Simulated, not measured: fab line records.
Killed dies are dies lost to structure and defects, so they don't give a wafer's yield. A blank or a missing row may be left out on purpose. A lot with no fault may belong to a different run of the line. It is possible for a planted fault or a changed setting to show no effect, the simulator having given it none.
A struck lot beside a sound one + flow nandHarc + 14 out of 1302 route steps
Sound: the wafers L716.1, L716.3, L716.6. Wafers struck: L725.2, L725.3, L725.4. The cause comes at the end.
At each step with rows: each side's tool, then ch and its chambers, then its first start. Under that, the readings that differ: sound wafers + struck wafers + difference of the means + sigmas: that difference in standard deviations of wafers without a fault.
alike: readings with means less than 2 such deviations apart, plus words and numbers identical on both sides. not compared: withheld readings, readings lacking a value on some wafer, bounds such as >300 that could conceal the same value, and numbers that have no deviation in the record and whose values overlap.
A row with sigmas, a row that says differs or no value, or rows on one side alone: a step with any of these is where the two part. Numbers that have no deviation but don't overlap get no sigmas and don't part them. Lack of a reading on every wafer of one side parts them only where that side has two or more wafers.

first, 4 steps without rows for these wafers: NHARC_A_CONTACT_EBR_38; NHARC_A_CONTACT_EXPOSE_39 (exposes mask A CC 3); NHARC_A_CONTACT_PEB_40 (peb time 65 s); NHARC_A_CONTACT_DEVELOP_41 (develop time 35 s).
NHARC_A_CONTACT_CD_MEAS_42 targets a cd of 300 nm.
  sound on cdSem-02 ch 0, day 25 15:08; struck on cdSem-02 ch 0, day 29 05:51
| reading   | sound             | struck            | difference | sigmas |
|-----------|-------------------|-------------------|------------|--------|
| cdNm (nm) | 300.5 300.7 300.3 | 299.6 299.5 298.5 | -1.3       | -2     |
NHARC_A_CONTACT_OVL_MEAS_43:
  sound: overlay-01 at day 25 15:13; struck: overlay-01 at day 29 05:56
  alike: overlayXNm, overlayYNm
NHARC_A_CONTACT_INSPECT_44:
  sound: defectInspect-01 at day 25 15:15; struck: defectInspect-02 at day 29 05:59
  alike: rawDefectCount
then, 1 step without rows for these wafers: NHARC_A_CONTACT_DESCUM_47 (chemistry O2, time 3 s).
NHARC_A_CONTACT_ETCH_48: etches the open film in CF4, target depth 39 nm, time 65 s.
  sound on rieDiel-13 ch 0,2, day 25 15:28; struck on rieDiel-06 ch 0,1,2, day 29 06:07
  alike: biasW, cf4FlowSccm, drypumpMotorCurrentA, oesProductAu, rfVppV, showerheadPlenumPTorr, throttleValvePct
  not compared: rfHoursCounterH
NHARC_A_CONTACT_ETCH_49: etches the open film in N2/H2, target depth 260 nm, time 475.3 s.
  sound: rieDiel-13 ch 0,2; struck: rieDiel-06 ch 0,1,3
  alike: biasW, chamberPressureMTorr, drypumpMotorCurrentA, oesProductAu, rfVppV, showerheadPlenumPTorr, throttleValvePct
  not compared: rfHoursCounterH
NHARC_A_CONTACT_ETCH_50: etches the open film in CF4/CHF3, target depth 121 nm, time 60.5 s.
  sound: rieDiel-13 ch 0,1,3; struck: rieDiel-06 ch 1,2,3
  alike: biasW, cf4FlowSccm, drypumpMotorCurrentA, oesProductAu, rfVppV, showerheadPlenumPTorr, throttleValvePct
  not compared: rfHoursCounterH
NHARC_A_CONTACT_ETCH_51: etches the open film in O2/COS, target depth 7000 nm, time 1820 s.
  sound: rieDiel-13 ch 0,2; struck: rieDiel-06 ch 0,1,3
  alike: biasW, chamberPressureMTorr, drypumpMotorCurrentA, oesProductAu, rfVppV, showerheadPlenumPTorr, throttleValvePct
  not compared: rfHoursCounterH
NHARC_A_CONTACT_ETCH_111: etches the open film in C4F8/O2/Ar, time 140 s, target depth 700 nm.
  sound on harCapEtch-01 ch 0,1, day 25 17:13; struck on harCapEtch-03 ch 0,1, day 29 07:55
  no value came back on the struck wafers for chamberPressureMTorr (mTorr), oesAirLineAu (a.u.); on the sound wafers chamberPressureMTorr (mTorr) reads 20.002 20.004 20.013
  not compared: rfHoursCounterH
NHARC_A_CONTACT_ETCH_112: etches the open film in C4F8/O2/Ar, time 190 s, target depth 1850 nm.
  sound on harCapEtch-01 ch 0,1, day 25 17:25; struck on harCapEtch-03 ch 0,1, day 29 08:06
  alike: chamberPressureMTorr, oesAirLineAu
  not compared: rfHoursCounterH

WHERE THEY PART
First at NHARC_A_CONTACT_CD_MEAS_42; last, within this record, at NHARC_A_CONTACT_ETCH_111. Later steps at which nothing parts them and some readings are alike: NHARC_A_CONTACT_ETCH_112.

WHY: whatever the simulator had introduced
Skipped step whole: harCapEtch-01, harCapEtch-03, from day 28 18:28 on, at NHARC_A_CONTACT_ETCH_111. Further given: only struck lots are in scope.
